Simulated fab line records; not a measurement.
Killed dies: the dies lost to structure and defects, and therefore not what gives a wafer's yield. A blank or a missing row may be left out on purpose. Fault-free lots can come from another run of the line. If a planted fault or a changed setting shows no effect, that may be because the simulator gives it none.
fab line records	flow n5Finfet
[record] lots = 7	wafers = 39
route steps=1938 shown FIN_SAQP@134 SD_EPI_P@321 SD_ACTIVATION@330 GATE_CUT@477
startH: the number of hours between the record's first day and the start of the first shown wafer of the lot	waitH: how many hours have passed since the lot's step before this one	" the same as in the row above	L1.1+2: one row covering several wafers at once	- no value present, or no start provided	* or withheld: withheld	< > ~ a bound
route shown NAME@n: NAME is a module with steps in the file, n the number in the route of the first one	usual: mean and standard deviation over wafers with no fault	same: alike in all rows	chamber/n: place in a boat	sites: per-site readings	_std_site: standard deviation of those values	_edge_site: outer sites' mean less inner sites'	radiusMm: for every site, how far away it sits from the centre of the wafer	mask NAME#n: copy n	behind: the last tool/chamber to shape the wafer	hold: what put the lot on hold/how long, in hours/how the hold closed	device: names the non-switching transistor (n, p or np)	end of line: at the end of the route, the tests of the same wafers	step lacking rows: just its recipe	killed: dies that structure and defects cost at the first sort, which is not the same as the wafer's yield	map: per-die view of a wafer (x killed, . not killed, _ where there is no die)
set.NAME: the setting as run; set.NAME@STEP: as run at that earlier step	model.NAME: the simulator's own value behind a step, which no gauge read
lots whose settings were changed on purpose; a table a step, a row a wafer
[[steps]]
[step N5_FIN_SAQP_ETCH_69]
[recipe] chemistry = N2/H2	target = SOC	targetDepthA = 1500	stopOn = SiNx	ionEnergyEv = 100	biasW = 61	pressureMtorr = 30	sourceW = 850	n2FlowSccm = 200	h2FlowSccm = 200
lot.wafer	tool	chamber	startH	waitH	set.targetDepthA	model.SOC_of_FIN_SAQP_COAT_68.thkNm	model.etch.depthNm
L079.1	rieDiel-02	0	56.01	-	785.2	50.4	28.73
L079.2	"	2	"	"	1500	2.6	55
L079.3	"	1	"	"	785.2	52	27.88
L079.4	"	3	"	"	1500	4.6	55
L079.5	"	0	"	"	1500	4.6	54.95
L079.6	"	1	"	"	785.2	51.2	28.11
L084.1	rieDiel-06	3	85.89	-	1033	31	39.78
L084.2	"	2	"	"	1500	2.2	55
L084.3	"	0	"	"	1033	31.8	39.21
L084.4	"	1	"	"	1500	3	55
L084.5	"	1	"	"	1033	33.2	38.48
L084.6	"	0	"	"	1500	0.8	55
L090.1	rieDiel-01	1	123.47	-	1500	2.6	55
L090.2	"	2	"	"	1500	3.4	55
L090.3	"	0	"	"	1131	28.6	41.47
L090.4	"	3	"	"	1131	29.8	40.71
L090.5	"	1	"	"	1131	27.2	42.32
L090.6	"	0	"	"	1500	5.4	55
L091.1	rieDiel-02	1	127.65	-	1500	7	53.72
L091.2	"	2	"	"	1500	2.4	55
L091.3+5+6	"	3,2,1	"	"	2270	0	55
L091.4	"	0	"	"	1500	3.6	55
L092.1	rieDiel-02	1	133.37	-	1500	8.4	52.94
L092.3	"	2	"	"	1500	4.2	55
L092.4	"	0	"	"	1500	6	54.29
L093.1	rieDiel-06	3	143.18	-	747.1	49.4	29.15
L093.2	"	2	"	"	747.1	52.4	27.57
L093.3	"	0	"	"	1500	2.4	55
L093.4	"	1	"	"	1500	3.8	55
L093.5	"	1	"	"	747.1	52.4	27.8
L093.6	"	2	"	"	1500	3.4	55
L094.1+4+6	rieDiel-02	2,3,3	147.99	-	2229	0	55
L094.2	"	0	"	"	1500	6	54.1
L094.3	"	1	"	"	1500	7.8	53.22
L094.5	"	0	"	"	1500	6.4	54.24
[step N5_SD_EPI_P_EPI_21]
[recipe] material = SiGe:B	dopant = B	tempC = 550	pressureTorr = 20	ambient = H2	timeS = 355
lot.wafer	tool	chamber	startH	waitH	set.epiGrowthTimeS	model.SiGe-B_of_SD_EPI_P_EPI_21.thkNm
L079.1	epiRpcvd-04	0	95.29	0.1	493	78.6
L079.2+4	"	0	"	"	355	62.4
L079.3	"	0	"	"	493	77.4
L079.5	"	0	"	"	493	78.4
L079.6	"	0	"	"	355	62.2
L084.1	epiRpcvd-03	0	118.15	0.1	355	61.2
L084.2	"	0	"	"	355	60.8
L084.3	"	0	"	"	355	60.6
L084.4	"	0	"	"	506.4	78.4
L084.5	"	0	"	"	506.4	77.2
L084.6	"	0	"	"	506.4	78.2
L090.1	epiRpcvd-04	0	154.36	0.1	442.7	71
L090.2	"	0	"	"	442.7	71.6
L090.3+6	"	0	"	"	355	61
L090.4	"	0	"	"	442.7	71.4
L090.5	"	0	"	"	355	61.2
L091.1	epiRpcvd-03	0	158.67	0.1	355	60.4
L091.2	"	0	"	"	355	61.2
L091.3	"	0	"	"	355	61.4
L091.4	"	0	"	"	263.6	49
L091.5	"	0	"	"	263.6	49.8
L091.6	"	0	"	"	263.6	49.4
L092.1+3	epiRpcvd-03	0	164.03	0.1	355	61.6
L092.4	"	0	165.11	1.1	355	61.4
L093.1	epiRpcvd-02	0	175.57	0.3	229.4	42.6
L093.2+3+6	"	0	"	"	355	60.8
L093.4	"	0	"	"	229.4	42.2
L093.5	"	0	"	"	229.4	43
L094.1+5	epiRpcvd-02	0	180.42	0.2	355	61.4
L094.2	"	0	"	"	213.8	39.8
L094.3	"	0	"	"	213.8	39.4
L094.4	"	0	"	"	213.8	40
L094.6	"	0	"	"	355	60.8
[step N5_SD_EPI_P_EPI_MEAS_23]
[recipe] mode = xrd
[usual] thkNm = 61.3/1.1
lot.wafer	tool	chamber	startH	waitH	set.epiGrowthTimeS@SD_EPI_P_EPI_21	thkNm
L079.1	filmMetro-01	-	97.49	1.8	493	78.7
L079.2	"	-	"	"	355	62.5
L079.3	"	-	"	"	493	78.1
L079.4	"	-	"	"	355	59.8
L079.5	"	-	"	"	493	77.9
L079.6	"	-	"	"	355	61.3
L084.1	filmMetro-02	-	120.35	1.8	355	58.6
L084.2	"	-	"	"	355	60.1
L084.3	"	-	"	"	355	61.0
L084.4	"	-	"	"	506.4	78.2
L084.5	"	-	"	"	506.4	78.7
L084.6	"	-	"	"	506.4	76.4
L090.1	filmMetro-01	-	156.57	1.9	442.7	71.8
L090.2	"	-	"	"	442.7	72.6
L090.3	"	-	"	"	355	61.8
L090.4	"	-	"	"	442.7	73.1
L090.5	"	-	"	"	355	60.0
L090.6	"	-	"	"	355	61.2
L091.1	filmMetro-01	-	160.86	1.8	355	60.0
L091.2	"	-	"	"	355	60.9
L091.3	"	-	"	"	355	61.8
L091.4	"	-	"	"	263.6	51.0
L091.5	"	-	"	"	263.6	50.3
L091.6	"	-	"	"	263.6	49.8
L092.1	filmMetro-01	-	166.23	1.8	355	61.3
L092.3	"	-	"	"	355	62.3
L092.4	"	-	"	"	355	62.4
L093.1	filmMetro-02	-	178.49	2.4	229.4	41.5
L093.2	"	-	"	"	355	61.2
L093.3	"	-	"	"	355	60.6
L093.4	"	-	"	"	229.4	44.7
L093.5	"	-	"	"	229.4	43.3
L093.6	"	-	"	"	355	60.0
L094.1	filmMetro-01	-	183.34	2.4	355	62.3
L094.2	"	-	"	"	213.8	39.7
L094.3	"	-	"	"	213.8	41.5
L094.4	"	-	"	"	213.8	37.9
L094.5	"	-	"	"	355	61.4
L094.6	"	-	"	"	355	59.9
[step N5_SD_EPI_P_HM_STRIP_48]
[recipe] chemistry = H3PO4	tempC = 160	material = SiNx	target = SiNx	targetDepthA = 30	overetchFraction = 0.3
lot.wafer	tool	chamber	startH	waitH	set.epiGrowthTimeS@SD_EPI_P_EPI_21	model.SiGe-B_of_SD_EPI_P_EPI_21.thkNm
L079.1	wetBench-03	0	97.53	0.0	493	78.4
L079.2	"	4	"	"	355	62.2
L079.3	"	5	"	"	493	77
L079.4+6	"	1,3	"	"	355	62
L079.5	"	2	"	"	493	78
L084.1	wetBench-04	3	120.39	0.0	355	61
L084.2	"	1	"	"	355	60.4
L084.3	"	2	"	"	355	60.2
L084.4	"	5	"	"	506.4	78
L084.5	"	0	"	"	506.4	76.8
L084.6	"	4	"	"	506.4	77.8
L090.1	wetBench-04	0	156.61	0.0	442.7	70.6
L090.2	"	2	"	"	442.7	71.4
L090.3+5+6	"	5,7,1	"	"	355	60.8
L090.4	"	6	"	"	442.7	71
L091.1	wetBench-04	3	160.90	0.0	355	60.2
L091.2	"	0	"	"	355	60.8
L091.3	"	2	"	"	355	61.2
L091.4	"	7	"	"	263.6	48.6
L091.5	"	1	"	"	263.6	49.6
L091.6	"	6	"	"	263.6	49
L092.1	wetBench-03	5	166.27	0.0	355	61.2
L092.3	"	4	"	"	355	61.4
L092.4	"	1	"	"	355	61
L093.1	wetBench-03	4	178.52	0.0	229.4	42.4
L093.2	"	3	"	"	355	60.6
L093.3+6	"	1,6	"	"	355	60.4
L093.4	"	5	"	"	229.4	42
L093.5	"	2	"	"	229.4	42.8
L094.1+5	wetBench-04	1,2	183.38	0.0	355	61
L094.2	"	0	"	"	213.8	39.6
L094.3	"	3	"	"	213.8	39.2
L094.4	"	4	"	"	213.8	39.8
L094.6	"	5	"	"	355	60.4
[step N5_SD_EPI_P_SRD_49]
[recipe] dry = ipaMarangoni	timeS = 30	tempC = 23	rinseLiquid = diw
[step N5_SD_EPI_P_PRECLEAN_24]
[recipe] chemistry = O3/DIW	timeS = 45	tempC = 22	o3Ppm = 10
[step N5_SD_ACTIVATION_RTA_00]
[recipe] tempC = 975	timeS = 0	ambient = N2	idleTempC = 600	rampUpCPerS = 150	rampDownCPerS = 60	coolToC = 600
[step N5_SD_ACTIVATION_LSA_01]
[recipe] tempC = 1080	timeS = 0.0008	ambient = N2
[step N5_SD_ACTIVATION_RS_MEAS_03]
[recipe] thkMeasGauge = four-point-probe
[usual] RS_SD_N = 21.81/0.29	RS_SD_P = 55.7/0.78
lot.wafer	tool	chamber	startH	waitH	set.epiGrowthTimeS@SD_EPI_P_EPI_21	RS_SD_N[ohm/sq]	RS_SD_P[ohm/sq]
L079.1	filmMetro-02	-	98.21	0.2	493	21.84	43.5
L079.2	"	-	"	"	355	21.35	55.0
L079.3	"	-	"	"	493	21.65	44.6
L079.4	"	-	"	"	355	21.82	54.9
L079.5	"	-	"	"	493	21.70	43.7
L079.6	"	-	"	"	355	21.50	55.0
L084.1	filmMetro-01	-	121.11	0.2	355	22.04	56.2
L084.2	"	-	"	"	355	22.07	56.5
L084.3	"	-	"	"	355	22.08	56.4
L084.4	"	-	"	"	506.4	22.09	43.7
L084.5	"	-	"	"	506.4	22.34	44.5
L084.6	"	-	"	"	506.4	22.02	43.6
L090.1	filmMetro-01	-	157.22	0.2	442.7	21.57	49.0
L090.2	"	-	"	"	442.7	21.87	48.5
L090.3	"	-	"	"	355	22.05	56.7
L090.4	"	-	"	"	442.7	21.46	48.2
L090.5	"	-	"	"	355	21.97	57.0
L090.6	"	-	"	"	355	21.70	56.5
L091.1	filmMetro-02	-	161.47	0.2	355	21.61	55.9
L091.2	"	-	"	"	355	21.85	55.3
L091.3	"	-	"	"	355	21.85	55.3
L091.4	"	-	"	"	263.6	21.89	68.9
L091.5	"	-	"	"	263.6	21.94	68.1
L091.6	"	-	"	"	263.6	21.74	69.0
L092.1	filmMetro-01	-	166.84	0.2	355	21.34	55.4
L092.3	"	-	"	"	355	21.32	55.1
L092.4	"	-	"	"	355	21.72	55.9
L093.1	filmMetro-02	-	179.09	0.2	229.4	21.25	79.6
L093.2	"	-	"	"	355	21.36	55.9
L093.3	"	-	"	"	355	21.41	56.3
L093.4	"	-	"	"	229.4	21.20	80.8
L093.5	"	-	"	"	229.4	21.32	79.2
L093.6	"	-	"	"	355	21.27	55.7
L094.1	filmMetro-02	-	184.27	0.2	355	22.10	56.8
L094.2	"	-	"	"	213.8	22.20	87.1
L094.3	"	-	"	"	213.8	21.66	88.0
L094.4	"	-	"	"	213.8	21.94	87.2
L094.5	"	-	"	"	355	21.98	56.2
L094.6	"	-	"	"	355	22.23	57.0
[step N5_GATE_CUT_HM_DEP_46]
[recipe] material = SiO2	targetThkA = 1300	tempC = 400	precursor = TEOS/O2	pressureTorr = 6.5	rfW = 900	teosFlowSccm = 161.4	gas = O2	flowSccm = 2650	timeS = 26.6
lot.wafer	tool	chamber	startH	waitH	set.timeS	model.SiO2_of_GATE_CUT_HM_DEP_46.thkNm
L079.1	pecvd-04	2	123.17	0.0	22.42	112.2
L079.2	"	0	"	"	26.6	128.6
L079.3	"	1	"	"	26.6	128.4
L079.4	"	1	"	"	22.42	111
L079.5	"	0	"	"	22.42	111.2
L079.6	"	2	"	"	26.6	133.8
L084.1	pecvd-02	2	149.10	0.0	26.6	131.4
L084.2	"	0	"	"	26.6	128.2
L084.3	"	1	"	"	26.6	129.2
L084.4	"	1	"	"	26.6	131.8
L084.5	"	0	"	"	26.6	130.2
L084.6	"	2	"	"	26.6	133.8
L090.1	pecvd-04	0	181.47	0.0	40.97	196.8
L090.2	"	2	"	"	26.6	128.8
L090.3	"	1	"	"	40.97	195.8
L090.4	"	1	"	"	26.6	130.2
L090.5	"	0	"	"	26.6	132.4
L090.6	"	2	"	"	40.97	199.2
L091.1	pecvd-04	2	186.50	0.0	34.6	166.4
L091.2	"	0	"	"	34.6	166.2
L091.3	"	1	"	"	26.6	128.6
L091.4	"	1	"	"	26.6	130.4
L091.5	"	0	"	"	34.6	168.8
L091.6	"	2	"	"	26.6	131.2
L092.1	pecvd-02	0	193.09	0.0	26.6	126.4
L092.3	"	1	"	"	26.6	129
L092.4	"	1	"	"	26.6	130.6
L093.1	pecvd-01	1	204.57	0.0	26.6	128.2
L093.2	"	0	"	"	18.99	91
L093.3	"	2	"	"	18.99	89.8
L093.4	"	0	"	"	18.99	92
L093.5	"	1	"	"	26.6	128.4
L093.6	"	2	"	"	26.6	129.2
L094.1	pecvd-02	1	208.90	0.0	38.61	184.8
L094.2	"	0	"	"	26.6	128.4
L094.3	"	0	"	"	26.6	129.4
L094.4	"	1	"	"	38.61	186.8
L094.5	"	0	"	"	38.61	186.4
L094.6	"	1	"	"	26.6	131.4
[step N5_GATE_CUT_COAT_34]
[recipe] resist = SOC	tempC = 250	timeS = 60	spinRpm = 1500	resistThkNm = 60
[step N5_GATE_CUT_COAT_35]
[recipe] resist = SiARC	tempC = 220	timeS = 60	spinRpm = 1500	resistThkNm = 10
[step N5_GATE_CUT_STRIP_38]
[recipe] chemistry = N2/H2	tempC = 40	n2FlowSccm = 200	h2FlowSccm = 200	rfFrequencyHz = 6e+07
[step N5_GATE_CUT_STRIP_39]
[recipe] chemistry = N2/H2	tempC = 40	n2FlowSccm = 200	h2FlowSccm = 200	rfFrequencyHz = 6e+07
[step N5_GATE_CUT_HM_OPEN_40]
[recipe] chemistry = C4F6/O2	target = SiO2	maskMaterial = SiARC	targetDepthA = 1390	timeS = 85.1	ionEnergyEv = 250	pressureMtorr = 30	sourceW = 345	biasW = 185	Ar_flow_sccm = 300	C4F6_flow_sccm = 10	O2_flow_sccm = 10	ends = cleared
[usual] etchRfOnTimeS = 93.5/2
lot.wafer	tool	chamber	startH	waitH	set.timeS@GATE_CUT_HM_DEP_46	etchRfOnTimeS	model.etch.depthNm	model.SOC_of_GATE_CUT_COAT_34.thkNm
L079.1	rieDiel-05	3	123.80	0.0	22.42	81.0	112.3	36.8
L079.2	"	0	"	"	26.6	94.1	128.6	33.2
L079.3	"	2	"	"	26.6	92.6	128.5	32.8
L079.4	"	1	"	"	22.42	80.9	110.9	36.6
L079.5	"	0	"	"	22.42	80.5	111.1	36.8
L079.6	"	1	"	"	26.6	97.5	133.9	31.6
L084.1	rieDiel-05	2	149.85	0.0	26.6	93.4	131.4	32.4
L084.2	"	1	"	"	26.6	92.5	128.3	32.8
L084.3	"	0	"	"	26.6	91.9	129.2	33.4
L084.4	"	3	"	"	26.6	93.3	131.9	32.8
L084.5	"	3	"	"	26.6	92.4	130.2	33.4
L084.6	"	2	"	"	26.6	95.4	133.8	32
L090.1	rieDiel-03	1	182.21	0.0	40.97	140.5	196.8	18.2
L090.2	"	3	"	"	26.6	93.8	128.9	32.6
L090.3	"	0	"	"	40.97	139.8	195.8	18.4
L090.4	"	2	"	"	26.6	94.3	130.1	32
L090.5	"	3	"	"	26.6	96.1	132.4	31.8
L090.6	"	0	"	"	40.97	140.4	199.1	17.8
L091.1	rieDiel-05	2	187.12	0.0	34.6	120.2	166.5	24.6
L091.2	"	1	"	"	34.6	120.8	166.2	25
L091.3	"	0	"	"	26.6	93.2	128.6	33
L091.4	"	3	"	"	26.6	93.9	130.3	32.8
L091.5	"	3	"	"	34.6	121.5	168.7	25
L091.6	"	2	"	"	26.6	94.6	131.2	32.2
L092.1	rieDiel-03	0	193.71	0.0	26.6	90.1	126.4	33.6
L092.3	"	3	"	"	26.6	93.5	129.1	32.8
L092.4	"	1	"	"	26.6	93.7	130.5	32.6
L093.1	rieDiel-03	0	205.31	0.0	26.6	91.4	128.3	33
L093.2	"	3	"	"	18.99	66.3	91.03	40.8
L093.3	"	1	"	"	18.99	65.2	89.82	40.8
L093.4	"	2	"	"	18.99	66.5	92.06	40
L093.5	"	1	"	"	26.6	92.8	128.5	32.8
L093.6	"	0	"	"	26.6	92.9	129.3	32.6
L094.1	rieDiel-03	1	209.66	0.0	38.61	134.4	184.8	21.2
L094.2	"	3	"	"	26.6	93.9	128.3	33
L094.3	"	2	"	"	26.6	94.5	129.4	32.8
L094.4	"	0	"	"	38.61	134.4	186.8	20.8
L094.5	"	1	"	"	38.61	136.3	186.5	20.8
L094.6	"	0	"	"	26.6	94.6	131.3	32.6
[step N5_GATE_CUT_STRIP_41]
[recipe] chemistry = CF4	resist = SiARC	powerW = 300	biasPowerW = 75	pressureMtorr = 50	cf4FlowSccm = 150	rfFrequencyHz = 6e+07
[step N5_GATE_CUT_STRIP_42]
[recipe] chemistry = O2	powerW = 400	tempC = 40	pressureMtorr = 30	rfFrequencyHz = 6e+07	biasPowerW = 0	overashFraction = 0.3	o2FlowSccm = 225
[step N5_GATE_CUT_ALD_22]
[recipe] material = SiNx	targetThkA = 160	tempC = 400	aldPrecursorFamily = SiH2I2	aldCoReactant = N2/H2-plasma	pulseTimeS = 1	aldCycles = 320	purgeTimeS = 2	coReactantPurgeTimeS = 2	pressureTorr = 2
[step N5_GATE_CUT_CMP_23]
[recipe] stopOn = SiO2	tOverpolishS = 23.4	postCmpClean = alkalineBrush	downForcePsi = 2.5	platenRpm = 51.8	padVelocityMS = 1.0307	targetThkNm = 16
[step N5_GATE_CUT_THK_MEAS_24]
[recipe] reads = SiO2_of_GATE_CUT_HM_DEP_46+SiO2_flowable_of_ILD0_FCVD_FILL_01
[usual] GC_FILL_THK = 219.4/2.2
lot.wafer	tool	chamber	startH	waitH	set.timeS@GATE_CUT_HM_DEP_46	GC_FILL_THK[nm]
L079.1	filmMetro-02	-	126.46	-	22.42	202.9
L079.2	"	-	"	"	26.6	219.3
L079.3	"	-	"	"	26.6	219.9
L079.4	"	-	"	"	22.42	201.2
L079.5	"	-	"	"	22.42	201.8
L079.6	"	-	"	"	26.6	224.0
L084.1	filmMetro-02	-	152.32	-	26.6	220.5
L084.2	"	-	"	"	26.6	218.3
L084.3	"	-	"	"	26.6	218.3
L084.4	"	-	"	"	26.6	221.0
L084.5	"	-	"	"	26.6	220.7
L084.6	"	-	"	"	26.6	224.6
L090.1	filmMetro-02	-	184.71	-	40.97	287.0
L090.2	"	-	"	"	26.6	219.6
L090.3	"	-	"	"	40.97	286.2
L090.4	"	-	"	"	26.6	220.3
L090.5	"	-	"	"	26.6	221.9
L090.6	"	-	"	"	40.97	288.5
L091.1	filmMetro-01	-	189.61	-	34.6	257.1
L091.2	"	-	"	"	34.6	257.3
L091.3	"	-	"	"	26.6	218.1
L091.4	"	-	"	"	26.6	220.4
L091.5	"	-	"	"	34.6	260.4
L091.6	"	-	"	"	26.6	222.0
L092.1	filmMetro-02	-	196.23	-	26.6	215.9
L092.3	"	-	"	"	26.6	219.4
L092.4	"	-	"	"	26.6	220.7
L093.1	filmMetro-01	-	207.90	-	26.6	220.2
L093.2	"	-	"	"	18.99	181.3
L093.3	"	-	"	"	18.99	178.4
L093.4	"	-	"	"	18.99	182.7
L093.5	"	-	"	"	26.6	218.1
L093.6	"	-	"	"	26.6	219.4
L094.1	filmMetro-02	-	212.12	-	38.61	275.3
L094.2	"	-	"	"	26.6	218.3
L094.3	"	-	"	"	26.6	220.5
L094.4	"	-	"	"	38.61	277.8
L094.5	"	-	"	"	38.61	277.1
L094.6	"	-	"	"	26.6	222.3
[step N5_GATE_CUT_CMP_43]
[recipe] material = SiO2	postCmpClean = rinseOnly
lot.wafer	tool	chamber	startH	waitH	set.timeS@GATE_CUT_HM_DEP_46	model.SiO2_of_GATE_CUT_HM_DEP_46.thkNm
L079.4	cmp-02	0	126.62	0.2	22.42	4
L079.3+2	"	1,2	"	"	26.6	5
L079.1+5	"	3,1	"	"	22.42	4.2
L079.6	"	0	"	"	26.6	5.2
L084.1+4+2+3+5	cmp-02	3,0,1,2,3	152.35	0.0	26.6	5
L084.6	"	0	"	"	26.6	5.2
L090.2+4	cmp-02	3,2	184.74	0.0	26.6	5
L090.3+1	"	0,1	"	"	40.97	8.2
L090.5	"	3	"	"	26.6	5.2
L090.6	"	0	"	"	40.97	8.4
L091.1+2+5	cmp-04	2,0,3	189.64	0.0	34.6	6.8
L091.4+3+6	"	3,1,2	"	"	26.6	5
L092.1	cmp-02	2	196.26	0.0	26.6	4.8
L092.4+3	"	3,1	"	"	26.6	5
L093.1+5+6	cmp-04	1,1,2	208.08	0.2	26.6	5
L093.2+4	"	2,0	"	"	18.99	3.2
L093.3	"	3	"	"	18.99	3
L094.1	cmp-04	2	212.15	0.0	38.61	7.6
L094.4+5	"	3	"	"	38.61	7.8
L094.2+3+6	"	0,1,2	"	"	26.6	5
[[key]]
[split] step = N5_FIN_SAQP_ETCH_69	setting = targetDepthA	stated = 1500	by = wafer
[response] step = N5_FIN_SAQP_ETCH_69	reading = model.SOC_of_FIN_SAQP_COAT_68.thkNm	shape = bent	atLowest = 51.4	atStated = 4.314	atHighest = 0
[response] step = N5_FIN_SAQP_ETCH_69	reading = model.etch.depthNm	shape = bent	atLowest = 28.17	atStated = 54.64	atHighest = 55
[split] step = N5_SD_EPI_P_EPI_21	setting = epiGrowthTimeS	stated = 355	by = wafer
[response] step = N5_SD_EPI_P_EPI_21	reading = model.SiGe-B_of_SD_EPI_P_EPI_21.thkNm	change = +0.456	per = 1%	r = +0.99
[response] step = N5_SD_EPI_P_EPI_MEAS_23	reading = thkNm	change = *	per = 1%	r = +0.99
[response] step = N5_SD_EPI_P_HM_STRIP_48	reading = model.SiGe-B_of_SD_EPI_P_EPI_21.thkNm	change = +0.454	per = 1%	r = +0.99
[response] step = N5_SD_ACTIVATION_RS_MEAS_03	reading = RS_SD_P	change = -0.48	per = 1%	r = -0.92
[split] step = N5_GATE_CUT_HM_DEP_46	setting = timeS	stated = 26.6	by = wafer
[response] step = N5_GATE_CUT_HM_DEP_46	reading = model.SiO2_of_GATE_CUT_HM_DEP_46.thkNm	change = +1.25	per = 1%	r = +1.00
[response] step = N5_GATE_CUT_HM_OPEN_40	reading = etchRfOnTimeS	change = *	per = 1%	r = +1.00
[response] step = N5_GATE_CUT_HM_OPEN_40	reading = model.etch.depthNm	change = +1.25	per = 1%	r = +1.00
[response] step = N5_GATE_CUT_HM_OPEN_40	reading = model.SOC_of_GATE_CUT_COAT_34.thkNm	change = -0.262	per = 1%	r = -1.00
[response] step = N5_GATE_CUT_THK_MEAS_24	reading = GC_FILL_THK	change = +1.25	per = 1%	r = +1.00
[response] step = N5_GATE_CUT_CMP_43	reading = model.SiO2_of_GATE_CUT_HM_DEP_46.thkNm	change = +0.0604	per = 1%	r = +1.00
